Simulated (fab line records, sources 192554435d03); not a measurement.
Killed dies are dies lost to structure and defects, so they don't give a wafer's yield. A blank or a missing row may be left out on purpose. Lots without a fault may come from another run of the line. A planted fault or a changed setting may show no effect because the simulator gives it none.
Split-lot experiment | flow n5_finfet | 7 lots, 21 wafers read, on a route of 1938 steps

THE SPLIT
At N5_SD_EPI_N_PEB_07 (peb time 60 s), the setting peb_time_s was moved away from the recipe's 60 s on 5 of the 21 wafers read, by -18.0% to +14.0%. The other wafers ran this setting at the recipe's value.

FROM THE SPLIT TO THE READING: what the file shows between them, 1 step
- N5_SD_EPI_N_DEVELOP_08: develop time 30 s

THE READING
cd_nm, in nm, at N5_SD_EPI_N_CD_MEAS_09 (target cd 120 nm). Fault-free wafers of this fab line usually give 120.1 nm, standard deviation 0.61 nm.

wafer  | tool, chamber at the split | peb_time_s as run, s | against the recipe | cd_nm, nm | against lot-mates on the recipe
L074.3 | litho_track-04, 0          | 50.01                | -16.6%             | 115.9     | -5.8
L074.4 | litho_track-04, 0          | 60                   | recipe             | 120.8     | -
L074.6 | litho_track-04, 0          | 60                   | recipe             | 122.7     | -
L078.3 | litho_track-04, 0          | 60                   | recipe             | 120.0     | -
L078.4 | litho_track-04, 0          | 60                   | recipe             | 119.4     | -
L078.5 | litho_track-04, 0          | 60                   | recipe             | 120.3     | -
L080.1 | litho_track-03, 0          | 60                   | recipe             | 120.1     | -
L080.5 | litho_track-03, 0          | 60                   | recipe             | 121.1     | -
L080.6 | litho_track-03, 0          | 60                   | recipe             | 120.9     | -
L083.1 | litho_track-03, 0          | 60                   | recipe             | 124.6     | -
L083.4 | litho_track-03, 0          | 60                   | recipe             | 124.5     | -
L083.5 | litho_track-03, 0          | 64.21                | +7.0%              | 126.7     | +2.2
L084.3 | litho_track-02, 0          | 68.4                 | +14.0%             | 121.0     | +1.5
L084.4 | litho_track-02, 0          | 68.4                 | +14.0%             | 123.6     | +4.1
L084.5 | litho_track-02, 0          | 60                   | recipe             | 119.5     | -
L093.2 | litho_track-04, 0          | 60                   | recipe             | 120.3     | -
L093.4 | litho_track-04, 0          | 60                   | recipe             | 118.9     | -
L093.6 | litho_track-04, 0          | 60                   | recipe             | 120.1     | -
L094.2 | litho_track-02, 0          | 60                   | recipe             | 119.5     | -
L094.5 | litho_track-02, 0          | 60                   | recipe             | 116.4     | -
L094.6 | litho_track-02, 0          | 49.21                | -18.0%             | 112.2     | -5.8

THE FIT
A straight line over all 21 wafers: cd_nm changes by +0.307 nm for each +1% of peb_time_s; r = +0.70; the points scatter about the line by 2.3 nm.
The same after taking each lot's own level away (the mean of its wafers on the recipe; 21 wafers): +0.283 nm for each +1%; r = +0.92; scatter 0.91 nm.
On that fit, the largest move of peb_time_s shifts the reading by 5.1 nm.
The lots' own levels span 117.95 to 124.55 nm, that is 10.8 times the standard deviation above.
So the lot-to-lot level blurs the effect unless lot-mates are compared.
Check: with one of the wafers moved furthest among these (-18.0%) left out of the fit, the line predicts -5 nm for it against its lot-mates. It came out at -5.75 nm against them.

OTHER SPLITS ON THESE WAFERS
These wafers also went through other splits before the reading. Each is held against what the fit with the lots' levels taken away leaves over:
other split on the same wafers            | wafers away from the commonest value | r with cd_nm (lot level and that fit taken away)
N5_WELL_APT_COAT_19 spin_rpm              | 9                                    | +0.06
N5_PMOS_HMC_CHANNEL_EPI_PEB_07 peb_time_s | 4                                    | +0.19
N5_PMOS_HMC_CHANNEL_EPI_DESCUM_14 time_s  | 6                                    | -0.04
N5_DUMMY_GATE_PECVD_30 time_s             | 5                                    | -0.06
N5_SD_EPI_N_EXPOSE_06 dose_mj             | 8                                    | +0.41

THE WHOLE CHAIN: every reading that the file lists as answering this split, in the file's order
step                   | what it does                                           | reading                                                         | change (the file's fit)               | r (the file's)
N5_SD_EPI_N_CD_MEAS_09 | target cd 120 nm                                       | cd_nm                                                           | +0.301 nm for each +1% of the setting | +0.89
N5_SD_EPI_N_DESCUM_14  | chemistry O2, time 7.9 s                               | SD_EPI_N.cd_nm (the simulator's own value, which no gauge read) | +0.29 nm for each +1% of the setting  | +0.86
N5_SD_EPI_N_ETCH_34    | etches SiARC in CF4, target depth 45.5 nm, time 75.8 s | SD_EPI_N.cd_nm (the simulator's own value, which no gauge read) | +0.297 nm for each +1% of the setting | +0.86

THE FILE'S OWN FIT
cd_nm changes by +0.301 nm for each +1% of peb_time_s, r = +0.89.
